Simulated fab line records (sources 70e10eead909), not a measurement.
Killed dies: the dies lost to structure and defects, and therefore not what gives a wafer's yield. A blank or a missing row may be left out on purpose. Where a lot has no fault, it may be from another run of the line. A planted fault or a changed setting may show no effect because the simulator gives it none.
Matching of chambers + flow nand-harc + NHARC_A_STAIRCASE_DEP_417 on pecvd-02 has 3 sister chambers
The step deposits Si3N4, target thk 60 nm. 3 wafers are shown with their chamber, then 7 later ones without.

## WAFERS, EACH WITH ITS CHAMBER
| wafer  | chamber | heater-power-w (W) |
|--------|---------|--------------------|
| L940.4 | 1       | 655                |
| L943.1 | 2       | 718                |
| L943.3 | 0       | 656                |

## WAFERS WITHOUT THEIR CHAMBER
| wafer  | heater-power-w (W) |
|--------|--------------------|
| L943.5 | 690                |
| L957.1 | 668                |
| L957.2 | 740                |
| L957.6 | 724                |
| L958.3 | 656                |
| L958.4 | 706                |
| L958.5 | 663                |

## CHAMBER TAKEN BY EACH
| wafer  | from the rows above          | in truth |
|--------|------------------------------|----------|
| L943.5 | can't be placed: 2 or 0 or 1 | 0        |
| L957.1 | can't be placed: 0 or 1      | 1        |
| L957.2 | 2                            | 2        |
| L957.6 | 2                            | 2        |
| L958.3 | can't be placed: 0 or 1      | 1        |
| L958.4 | 2                            | 2        |
| L958.5 | can't be placed: 0 or 1      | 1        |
Correctly placed: 3 of 7. These rows do not allow placing 4 (true chamber among the candidates in 4). Number placed wrongly: 0.
How it was worked out, from the rows above alone: a wafer's distance from a chamber is the root of the sum, over the readings, of the square of ((its reading less the chamber's mean) divided by the reading's scatter). The wafer belongs to the nearest chamber; if the next one is less than 2 further off, it can't be placed. The mean given for a chamber averages the wafers shown for that chamber. The scatter (one wafer shown for each chamber): square how far every hidden wafer sits from the nearest shown wafer, average those squares and take the square root.
